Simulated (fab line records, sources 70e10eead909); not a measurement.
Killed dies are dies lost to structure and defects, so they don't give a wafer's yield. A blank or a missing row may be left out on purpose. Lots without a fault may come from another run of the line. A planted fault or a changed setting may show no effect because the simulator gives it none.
A struck lot beside a sound one | flow nand_harc | 39 steps out of a route of 1302
Sound: wafers L583.2, L583.3, L583.6. Struck: wafers L588.3, L588.4. (L588.2 of the same lot was not struck and is left out.) The cause comes at the end.
At each step with rows: each side's tool, then ch and its chambers, then its first start. Under that, the readings that differ: sound wafers | struck wafers | difference of the means | sigmas: that difference in standard deviations of wafers without a fault.
alike: readings whose means differ by less than 2 such deviations, and words and numbers that are the same on both sides. not compared: withheld readings, readings that some wafer has no value for, bounds like >300 that may hide the same value, and numbers for which the record gives no deviation and whose values overlap.
The two part at a step that has a row with sigmas, a row that says differs or no value, or rows on one side only. Numbers that don't overlap but have no deviation are shown without sigmas and don't part them. A reading that every wafer of one side lacks parts them only if that side has two wafers or more.

first, 5 steps without rows for these wafers: NHARC_A_WL_FILL_SRD_14; NHARC_A_WL_FILL_ALD_19 (deposits TiN, target thk 2 nm, pulse time 3 s, ald cycles 100); NHARC_A_WL_FILL_CVD_20 (deposits W, target thk 100 nm, time 74 s); NHARC_A_WL_FILL_CMP_12 (polishes, t overpolish 30 s, target thk 100 nm); NHARC_A_WL_FILL_SRD_31.
NHARC_A_WL_FILL_INSPECT_15:
  sound on defect_inspect-01, day 23 19:23; struck on defect_inspect-01, day 25 08:00
  alike: raw_defect_count
then, 1 step without rows for these wafers: NHARC_A_CONTACT_DEP_24 (deposits SiO2, target thk 500 nm).
NHARC_A_CONTACT_DEP_28: deposits aC, target thk 7000 nm.
  sound on acl_dep-01 ch 0, day 23 21:28; struck on acl_dep-01 ch 0, day 25 10:17
  alike: throttle_valve_pct
NHARC_A_CONTACT_DEP_29: deposits SiON, target thk 100 nm.
  sound on pecvd-01 ch 1,2, day 24 01:01; struck on pecvd-04 ch 0, day 25 13:49
  reading            | sound       | struck  | difference | sigmas
  heater_power_w (W) | 709 660 689 | 873 892 | +196       | +2
  not compared: since_wet_clean_h
then, 10 steps without rows for these wafers: NHARC_A_CONTACT_DEHYDRATE_32 (time 120 s); NHARC_A_CONTACT_HMDS_33 (time 30 s); NHARC_A_CONTACT_COAT_34 (time 75 s); NHARC_A_CONTACT_COAT_35 (time 65 s); NHARC_A_CONTACT_COAT_36 (resist thk 90 nm); NHARC_A_CONTACT_SOFTBAKE_37 (time 55 s); NHARC_A_CONTACT_EBR_38; NHARC_A_CONTACT_EXPOSE_39 (exposes mask A CC 3); NHARC_A_CONTACT_PEB_40 (peb time 65 s); NHARC_A_CONTACT_DEVELOP_41 (develop time 35 s).
NHARC_A_CONTACT_CD_MEAS_42: target cd 300 nm.
  sound on cd_sem-03 ch 0, day 24 01:43; struck on cd_sem-01 ch 0, day 25 14:23
  alike: cd_nm
NHARC_A_CONTACT_OVL_MEAS_43:
  sound on overlay-02, day 24 01:48; struck on overlay-01, day 25 14:29
  alike: overlay_x_nm, overlay_y_nm
NHARC_A_CONTACT_INSPECT_44:
  sound on defect_inspect-01, day 24 01:50; struck on defect_inspect-01, day 25 14:31
  alike: raw_defect_count
then, 4 steps without rows for these wafers: NHARC_A_CONTACT_DESCUM_47 (chemistry O2, time 3 s); NHARC_A_CONTACT_ETCH_48 (etches the open film in CF4, target depth 39 nm, time 65 s); NHARC_A_CONTACT_ETCH_49 (etches the open film in N2/H2, target depth 260 nm, time 475.3 s); NHARC_A_CONTACT_ETCH_50 (etches the open film in CF4/CHF3, target depth 121 nm, time 60.5 s).
NHARC_A_CONTACT_ETCH_51: etches the open film in O2/COS, target depth 7000 nm, time 1820 s.
  sound on rie_diel-11 ch 1,2,3; struck on rie_diel-09 ch 0,3
  alike: drypump_motor_current_A, oes_product_au, rf_vpp_V, showerhead_plenum_p_Torr, throttle_valve_pct
  not compared: rf_hours_counter_h
NHARC_A_CONTACT_ETCH_111: etches the open film in C4F8/O2/Ar, time 140 s, target depth 700 nm.
  sound on har_cap_etch-01 ch 0,1, day 24 03:49; struck on har_cap_etch-01 ch 0,1, day 25 16:23
  not compared: rf_hours_counter_h
NHARC_A_CONTACT_ETCH_112: etches the open film in C4F8/O2/Ar, time 190 s, target depth 1850 nm.
  sound on har_cap_etch-01 ch 0,1, day 24 04:00; struck on har_cap_etch-01 ch 0,1, day 25 16:36
  not compared: rf_hours_counter_h
then, 1 step without rows for these wafers: NHARC_A_CONTACT_ETCH_113 (etches the open film in C4F8/O2/Ar, time 190 s, target depth 1850 nm).
NHARC_A_CONTACT_ETCH_114: etches the open film in C4F8/O2/Ar, time 190 s, target depth 1850 nm.
  sound on har_cap_etch-01 ch 0,1, day 24 04:20; struck on har_cap_etch-01 ch 0,1, day 25 16:56
  not compared: rf_hours_counter_h
then, 7 steps without rows for these wafers: NHARC_A_CONTACT_ETCH_115 (etches the open film in C4F8/O2/Ar, time 190 s, target depth 1850 nm); NHARC_A_CONTACT_ETCH_116 (etches the open film in C4F8/O2/Ar, time 190 s, target depth 1850 nm); NHARC_A_CONTACT_ETCH_117 (etches the open film in C4F8/O2/Ar, time 190 s, target depth 1850 nm); NHARC_A_CONTACT_ETCH_118 (etches the open film in C4F8/O2/Ar, time 190 s, target depth 1850 nm); NHARC_A_CONTACT_ETCH_119 (etches the open film in C4F8/O2/Ar, time 190 s, target depth 1850 nm); NHARC_A_CONTACT_ETCH_120 (etches the open film in C4F8/O2/Ar, time 190 s, target depth 1850 nm); NHARC_A_CONTACT_ETCH_121 (etches the open film in C4F8/O2/Ar, time 190 s, target depth 1850 nm).
-- the record jumps here: 3 days lie between the struck wafers' starts before and after (it left off in module A_CONTACT and takes up again in module END, whose first step shown is number 1302 of the route) --
NHARC_END_SORT_01:
  the record has rows for the struck wafers here (prober-02 ch 0, day 28 12:28) and none for the sound ones

WHERE THEY PART
First at NHARC_A_CONTACT_DEP_29; last, within this record, at NHARC_END_SORT_01.

WHY: what the simulator had put in
Process parameter drift: pecvd-04, from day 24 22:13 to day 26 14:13, at NHARC_A_CONTACT_DEP_29. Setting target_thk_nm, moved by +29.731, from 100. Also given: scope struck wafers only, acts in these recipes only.
